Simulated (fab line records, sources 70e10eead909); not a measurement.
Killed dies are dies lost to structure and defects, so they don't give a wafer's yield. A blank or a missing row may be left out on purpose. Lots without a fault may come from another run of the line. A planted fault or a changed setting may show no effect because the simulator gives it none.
fab line records | flow nand_harc
record lots=12 wafers=32 last_day=25
route steps=1159 shown A_CHANNEL_HOLE_D1@472 A_CHANNEL_FILL_D1@492 END@1159
lots that met no fault: from a run of the same line without faults
start_h: hours from the record's first day to the start of the lot's first wafer shown | wait_h: hours since the lot's step before | " the same as in the row above | L1.1+2: a row that stands for several wafers | - no value, or no start given | * or withheld: withheld | < > ~ a bound
route shown NAME@n: a module of which the file shows steps, and the number in the route of the first | usual: mean/standard deviation of fault-free wafers | same: alike in all rows | chamber/n: place in a boat | sites: the reading at each site | _std_site: their standard deviation | _edge_site: outer sites' mean less inner sites' | radius_mm: how far each site lies from the wafer's centre | mask NAME#n: copy n | behind: the tool/chamber that last shaped the wafer | hold: why the lot was held/for how many hours/how that ended | device: the transistor (n, p or np) that didn't switch | end of line: the same wafers' tests at the end of the route | a step without rows: its recipe alone | killed: dies lost to structure and defects at the first sort, not the wafer's yield | map: a wafer's dies, x killed, . not, _ none there
set.NAME: the setting as run; set.NAME@STEP: as run at that earlier step | model.NAME: the simulator's own value behind a step, which no gauge read
steps of the route over a sample of lots; a table a step, a row a wafer
services: from which hour (start_h, from the record's first day; less than 0 if before it) a tool's chamber was out of use, for how many hours, and why
## steps
# step NHARC_A_CHANNEL_HOLE_D1_ETCH_20
# recipe bias_v=3000 source_w=withheld pressure_mtorr=20 time_s=361.9 ar_flow_sccm=375 c4f8_flow_sccm=89.3 o2_flow_sccm=35.7 temp_c=-20 target_depth_a=16000 chemistry=C4F8/O2/Ar
# usual drypump_motor_current_A=6.0/0.39 o2_flow_sccm=35.71/0.1 showerhead_plenum_p_Torr=3.83/0.046 throttle_valve_pct=32.156/0.0099
# columns lot.wafer tool chamber start_h wait_h drypump_motor_current_A o2_flow_sccm rf_hours_counter_h showerhead_plenum_p_Torr throttle_valve_pct
L388.4 har_etch-02 1 189.26 0.2 6.2 35.79 - 3.87 32.157
L388.3 " 0 " " 5.5 35.71 - 3.87 32.174
L388.6 " 0 " " 5.5 35.69 - 3.87 32.176
L389.4 har_etch-02 0 198.07 0.2 5.5 35.63 - 3.87 32.146
L389.3 " 1 " " 6.2 35.81 - 3.87 32.127
L389.5 " 1 " " 6.2 35.75 - 3.87 32.161
L390.2 har_etch-01 0 204.53 0.1 6.5 35.76 201 3.76 32.157
L390.3 " 0 " " 6.5 35.50 - 3.76 32.159
L390.5 " 1 " " 6.2 35.63 - 3.82 32.156
L391.2 har_etch-02 1 204.68 0.1 6.2 35.82 115 3.87 32.167
L391.1 " 0 " " 5.5 35.79 115 3.87 32.159
L391.3 " 0 " " 5.5 35.68 - 3.87 32.159
L394.2 har_etch-02 1 232.20 0.1 6.2 35.77 125 3.86 32.150
L394.4 " 0 " " 5.5 35.76 - 3.86 32.166
L394.5 " 0 " " 5.5 35.64 - 3.86 32.155
L395.1 har_etch-01 0 233.01 0.1 6.5 35.75 214 3.75 32.164
L395.4 " 0 " " 6.5 35.74 - 3.75 32.168
L395.6 " 1 " " 6.2 35.50 - 3.81 32.162
L399.3 har_etch-01 1 271.65 0.2 6.2 35.46 - 3.80 32.158
L402.2 har_etch-01 0 275.72 0.1 6.5 35.85 235 3.74 32.151
L402.4 " 1 " " 6.2 35.74 - 3.80 32.152
L402.6 " 1 " " 6.2 35.53 - 3.80 32.161
L405.4 har_etch-02 0 292.37 0.2 5.4 35.70 - 3.85 32.152
L405.5 " 0 " " 5.5 35.56 - 3.85 32.148
L405.6 " 1 " " 6.2 35.71 - 3.85 32.164
L404.2 har_etch-01 1 293.81 0.1 6.2 35.67 241 3.80 32.132
L408.3 har_etch-02 1 315.62 0.2 6.2 35.79 - 3.84 32.145
L408.4 " 0 " " 5.5 35.71 - 3.84 32.164
L408.6 " 1 " " 6.2 35.68 - 3.84 32.157
L407.3 har_etch-02 0 319.80 0.2 5.5 35.73 - 3.84 32.147
L407.4 " 1 " " 6.2 35.67 - 3.84 32.160
L407.5 " 1 " " 6.2 35.78 - 3.84 32.136
# step NHARC_A_CHANNEL_HOLE_D1_ETCH_22
# recipe bias_v=3000 source_w=withheld pressure_mtorr=20 time_s=666.7 ar_flow_sccm=375 c4f8_flow_sccm=89.3 o2_flow_sccm=35.7 temp_c=-20 target_depth_a=16000 chemistry=C4F8/O2/Ar
# usual drypump_motor_current_A=6.0/0.39 o2_flow_sccm=35.71/0.1 showerhead_plenum_p_Torr=3.83/0.046 throttle_valve_pct=32.155/0.0092
# columns lot.wafer tool chamber start_h wait_h drypump_motor_current_A o2_flow_sccm rf_hours_counter_h showerhead_plenum_p_Torr throttle_valve_pct
L388.4 har_etch-02 1 190.10 0.4 6.2 35.67 - 3.87 32.173
L388.3 " 0 " " 5.5 35.75 - 3.87 32.146
L388.6 " 0 " " 5.5 35.62 - 3.87 32.154
L389.4 har_etch-02 0 198.91 0.4 5.5 35.79 - 3.87 32.168
L389.3 " 1 " " 6.2 35.72 - 3.87 32.151
L389.5 " 1 " " 6.2 35.66 - 3.87 32.144
L390.2 har_etch-01 0 205.29 0.4 6.5 35.81 202 3.75 32.148
L390.3 " 0 " " 6.5 35.68 - 3.75 32.169
L390.5 " 1 " " 6.2 35.78 - 3.82 32.151
L391.2 har_etch-02 1 205.43 0.4 6.2 35.73 115 3.87 32.155
L391.1 " 0 " " 5.5 35.77 115 3.87 32.157
L391.3 " 0 " " 5.4 35.67 - 3.87 32.145
L395.1 har_etch-01 0 233.77 0.4 6.5 35.80 215 3.75 32.172
L395.4 " 0 " " 6.5 35.79 - 3.75 32.163
L395.6 " 1 " " 6.3 35.53 - 3.81 32.142
L394.2 har_etch-02 1 237.35 4.7 6.2 35.56 126 3.86 32.151
L394.4 " 0 " " 5.5 35.65 - 3.86 32.147
L394.5 " 0 " " 5.5 35.68 - 3.86 32.152
L399.3 har_etch-01 1 272.53 0.4 6.3 35.83 - 3.80 32.143
L402.2 har_etch-01 0 276.52 0.4 6.5 35.65 235 3.74 32.147
L402.4 " 1 " " 6.2 35.71 - 3.80 32.164
L402.6 " 1 " " 6.2 35.86 - 3.80 32.144
L405.4 har_etch-02 0 293.21 0.4 5.5 35.70 - 3.85 32.155
L405.5 " 0 " " 5.5 35.64 - 3.85 32.169
L405.6 " 1 " " 6.2 35.59 - 3.85 32.149
L404.2 har_etch-01 1 294.61 0.4 6.2 35.72 242 3.80 32.146
L408.3 har_etch-02 1 316.47 0.4 6.2 35.74 - 3.84 32.162
L408.4 " 0 " " 5.5 35.81 - 3.84 32.159
L408.6 " 1 " " 6.2 35.66 - 3.84 32.138
L407.3 har_etch-02 0 320.64 0.4 5.5 35.53 - 3.84 32.156
L407.4 " 1 " " 6.2 35.58 - 3.84 32.147
L407.5 " 1 " " 6.2 35.67 - 3.84 32.137
# step NHARC_A_CHANNEL_HOLE_D1_ETCH_33
# recipe bias_v=400 source_w=2000 pressure_mtorr=25 time_s=90 ar_flow_sccm=375 c4f8_flow_sccm=41.7 o2_flow_sccm=83.3 temp_c=-20 target_depth_a=4000 chemistry=C4F8/O2/Ar
# usual drypump_motor_current_A=6.0/0.39 o2_flow_sccm=83.30/0.22 rf_fwd_power_W=1986/5.4 showerhead_plenum_p_Torr=3.87/0.048 throttle_valve_pct=27.620/0.0083
# columns lot.wafer tool chamber start_h wait_h drypump_motor_current_A o2_flow_sccm rf_fwd_power_W rf_hours_counter_h showerhead_plenum_p_Torr throttle_valve_pct
L388.4 har_etch-02 1 193.10 0.2 6.2 83.33 1984 - 3.92 27.625
L388.3 " 0 " " 5.5 83.59 1980 - 3.92 27.613
L388.6 " 0 " " 5.5 83.51 1977 - 3.92 27.626
L389.4 har_etch-02 0 201.90 0.2 5.5 83.32 1981 - 3.91 27.621
L389.3 " 1 " " 6.2 83.53 1987 - 3.91 27.627
L389.5 " 1 " " 6.2 83.32 1986 - 3.91 27.617
L390.2 har_etch-01 0 208.40 0.2 6.5 83.21 1987 205 3.79 27.608
L390.3 " 0 " " 6.5 83.19 1989 - 3.79 27.611
L390.5 " 1 " " 6.2 83.37 1994 - 3.86 27.630
L391.2 har_etch-02 1 208.53 0.2 6.2 83.24 1984 118 3.91 27.619
L391.1 " 0 " " 5.5 83.11 1981 118 3.91 27.634
L391.3 " 0 " " 5.5 83.44 1983 - 3.91 27.625
L395.1 har_etch-01 0 236.90 0.2 6.5 83.65 1977 218 3.79 27.623
L395.4 " 0 " " 6.5 83.58 1977 - 3.79 27.611
L395.6 " 1 " " 6.2 83.01 1987 - 3.85 27.620
L394.2 har_etch-02 1 240.41 0.2 6.2 83.37 1986 129 3.90 27.629
L394.4 " 0 " " 5.5 83.40 1984 - 3.90 27.623
L394.5 " 0 " " 5.5 83.25 1989 - 3.91 27.614
L399.3 har_etch-01 1 275.44 0.2 6.2 83.48 1997 - 3.85 27.619
L402.2 har_etch-01 0 279.57 0.2 6.5 83.41 1986 238 3.78 27.605
L402.4 " 1 " " 6.2 83.12 1981 - 3.84 27.620
L402.6 " 1 " " 6.2 83.30 1994 - 3.84 27.642
L405.4 har_etch-02 0 296.20 0.2 5.5 83.49 1981 - 3.89 27.620
L405.5 " 0 " " 5.5 83.41 1981 - 3.89 27.627
L405.6 " 1 " " 6.2 83.80 1985 - 3.89 27.608
L404.2 har_etch-01 1 297.64 0.2 6.2 83.20 1985 245 3.84 27.641
L408.3 har_etch-02 1 319.47 0.2 6.2 83.07 1980 - 3.88 27.616
L408.4 " 0 " " 5.5 83.42 1989 - 3.88 27.607
L408.6 " 1 " " 6.2 83.13 1985 - 3.88 27.634
L407.3 har_etch-02 0 323.64 0.2 5.5 83.37 1989 - 3.88 27.623
L407.4 " 1 " " 6.2 83.19 1978 - 3.88 27.624
L407.5 " 1 " " 6.2 83.28 1975 - 3.88 27.623
# step NHARC_A_CHANNEL_HOLE_D1_XSEM_31
# recipe landing_energy_ev=35000
# usual bot_cd_nm=74.6/1.1 bow_nm=8.7/0.33 tilt_deg=0.07/0.037
# columns lot.wafer tool chamber start_h wait_h bot_cd_nm bow_nm tilt_deg
L388.3 xsem-02 0 195.12 0.1 74.4 8.6 0.08
L388.4 " 0 " " 75.6 8.6 0.08
L388.6 " 0 " " 75.6 8.6 0.08
L389.3 xsem-01 0 203.48 0.1 75.1 8.2 0.09
L389.4 " 0 " " 75.1 8.3 0.09
L389.5 " 0 " " 74.6 8.3 0.09
L390.2 xsem-02 0 210.04 0.1 74.5 9.1 0.02
L390.3 " 0 " " 72.9 9.2 0.02
L390.5 " 0 " " 72.3 9.2 0.02
L391.1 xsem-01 0 210.16 0.1 75.8 9.1 0.05
L391.2 " 0 " " 76.4 9.1 0.05
L391.3 " 0 " " 77.0 9.2 0.05
L395.1 xsem-02 0 238.69 0.1 74.5 8.3 0.02
L395.4 " 0 " " 71.9 8.3 0.02
L395.6 " 0 " " 74.4 8.2 0.02
L394.2 xsem-01 0 242.19 0.1 74.8 8.9 0.08
L394.4 " 0 " " 74.9 8.9 0.08
L394.5 " 0 " " 75.3 8.9 0.08
L399.3 xsem-01 0 276.99 0.1 75.4 12.2 0.18
L402.2 xsem-02 0 281.17 0.1 76.5 8.8 0.07
L402.4 " 0 " " 74.1 11.9 0.07
L402.6 " 0 " " 75.5 11.9 0.07
L402.2 xsem-02 0 - - 76.3 - 0.12
L402.4 " 0 " " 74.0 - 0.12
L402.6 " 0 " " 75.4 - 0.12
L405.4 xsem-02 0 297.79 0.1 74.1 8.5 0.10
L405.5 " 0 " " 71.6 8.5 0.10
L405.6 " 0 " " 74.4 8.4 0.10
L404.2 xsem-01 0 299.23 0.1 73.9 11.3 0.11
L404.2 xsem-01 0 - - 75.1 - 0.05
L408.3 xsem-02 0 321.04 0.1 73.3 8.8 0.03
L408.4 " 0 " " 74.8 8.8 0.03
L408.6 " 0 " " 74.1 8.7 0.03
L407.3 xsem-01 0 325.22 0.1 75.2 8.4 0.10
L407.4 " 0 " " 75.4 8.5 0.10
L407.5 " 0 " " 73.7 8.4 0.10
# step NHARC_A_CHANNEL_FILL_D1_ALD_02
# recipe target_thk_a=60 pulse_time_s=10 ald_cycles=60 temp_c=300 material=SiO2
# usual heater_power_w=468/61 precursor_pulse_height_rel=1.000/0.018
# columns lot.wafer tool chamber start_h wait_h heater_power_w precursor_pulse_height_rel
L388.3 ald_hk-01 2 195.41 - 514 1.021
L388.4 " 1 " " 404 1.022
L388.6 " 3 " " 458 1.017
L389.4 ald_hk-04 2 203.91 - 549 0.989
L389.3 " 3 " " 576 1.035
L389.5 " 0 " " 346 1.005
L390.2 ald_hk-01 1 210.41 - 408 1.010
L390.3 " 2 " " 530 1.022
L390.5 " 1 " " 411 1.007
L391.1 ald_hk-01 2 210.84 - 534 1.024
L391.3 " 3 " " 458 1.010
L391.2 " 0 " " 446 1.014
L395.1 ald_hk-01 3 239.07 - 461 0.981
L395.4 " 0 " " 464 0.991
L395.6 " 3 " " 451 1.031
L394.2 ald_hk-04 1 242.56 - 476 0.977
L394.4 " 3 " " 559 1.001
L394.5 " 1 " " 477 1.009
L399.3 ald_hk-01 2 278.79 - 547 0.999
L402.2 ald_hk-01 0 283.47 - 460 0.983
L402.4 " 1 " " 407 1.043
L402.6 " 3 " " 462 1.007
L405.4 ald_hk-04 3 298.29 - 575 0.992
L405.5 " 0 " " 350 0.992
L405.6 " 1 " " 470 1.021
L404.2 ald_hk-01 2 310.82 - 534 0.996
L408.4 ald_hk-01 2 321.33 - 540 0.998
L408.3 " 1 " " 418 0.962
L408.6 " 3 " " 468 0.955
L407.3 ald_hk-02 1 328.52 - 397 0.953
L407.4 " 2 " " 448 1.006
L407.5 " 0 " " 452 1.004
# step NHARC_END_SORT_01
# recipe temp_c=25
# usual killed_at_array=27/11 killed_at_other=0.7/0.93 killed_at_periphery=2.9/1.9 killed_dies=30/11 killed_open=3.1/1.7 killed_short=1.9/1.3
# same gross_dies=677
# columns lot.wafer tool chamber start_h wait_h killed_at_array killed_at_other killed_at_periphery killed_dies killed_open killed_short
L399.3 prober-01 0 536.01 3.0 23 0 0 23 1 3
# killed by level:class
L399.3 A_CHANNEL_HOLE_D1:chamber_film_flake=14 A_WL_FILL:geometric_particle:short=2 A_ZERO_WELL:chamber_film_flake=2 A_CONTACT:chamber_film_flake=2 A_STAIRCASE:geometric_particle:short=1 A_CONTACT:geometric_particle:open=1 A_WL_FILL:chamber_film_flake=1
## services
# columns tool chamber start_h hours kind
ald_hk-04 - 189.96 10.0 pm
ald_hk-04 0 189.96 10.0 vent_cycle
ald_hk-04 1 189.96 10.0 vent_cycle
ald_hk-04 2 189.96 10.0 vent_cycle
ald_hk-04 3 189.96 10.0 vent_cycle
ald_hk-04 0 199.96 - clean
ald_hk-02 - 218.35 1.4 repair
ald_hk-01 - 228.00 10.0 pm
ald_hk-01 0 228.00 10.0 vent_cycle
ald_hk-01 1 228.00 10.0 vent_cycle
ald_hk-01 2 228.00 10.0 vent_cycle
ald_hk-01 3 228.00 10.0 vent_cycle
ald_hk-01 0 238.00 - clean
ald_hk-01 1 238.00 - clean
ald_hk-01 2 238.00 - clean
ald_hk-01 3 238.00 - clean
xsem-02 - 302.00 14.0 pm
har_etch-01 - 305.97 17.0 pm
har_etch-01 0 305.97 17.0 vent_cycle
har_etch-01 1 305.97 17.0 vent_cycle
har_etch-01 0 322.97 - clean
har_etch-01 0 322.97 - consumable_replace:focus_ring
har_etch-01 1 322.97 - clean
har_etch-01 1 322.97 - consumable_replace:focus_ring
## key
first_sign step=NHARC_A_CHANNEL_HOLE_D1_XSEM_31 reading=visit direction=added
effect step=NHARC_A_CHANNEL_HOLE_D1_XSEM_31 reading=bow_nm direction=up sigmas=9.5 usual=8.7 struck=11.8
met_at NHARC_A_CHANNEL_HOLE_D1_ETCH_20
struck_lots L399,L402,L404
struck_wafers L399.3,L402.4,L402.6,L404.2
tester_left_out L399,L402,L404
not_acting_at NHARC_A_CHANNEL_HOLE_D1_ETCH_22,NHARC_A_CHANNEL_HOLE_D1_ETCH_33,NHARC_A_CHANNEL_FILL_D1_ALD_02
onset_between 233.01 271.65
fault kind=process_parameter_drift tool=har_etch-01 chamber=1 onset_h=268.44 steps=NHARC_A_CHANNEL_HOLE_D1_ETCH_20 channel=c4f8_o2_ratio offset=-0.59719 shape=step end_h=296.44 acts_in=these_recipes_only stated=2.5
# tester_left_out: of these lots the tester's yield and bins aren't shown, on N5 and GAA mostly nor the transistor test; their killed dies are dies lost to structure and defects alone, not to doping, threshold or leakage, so they don't give the yield
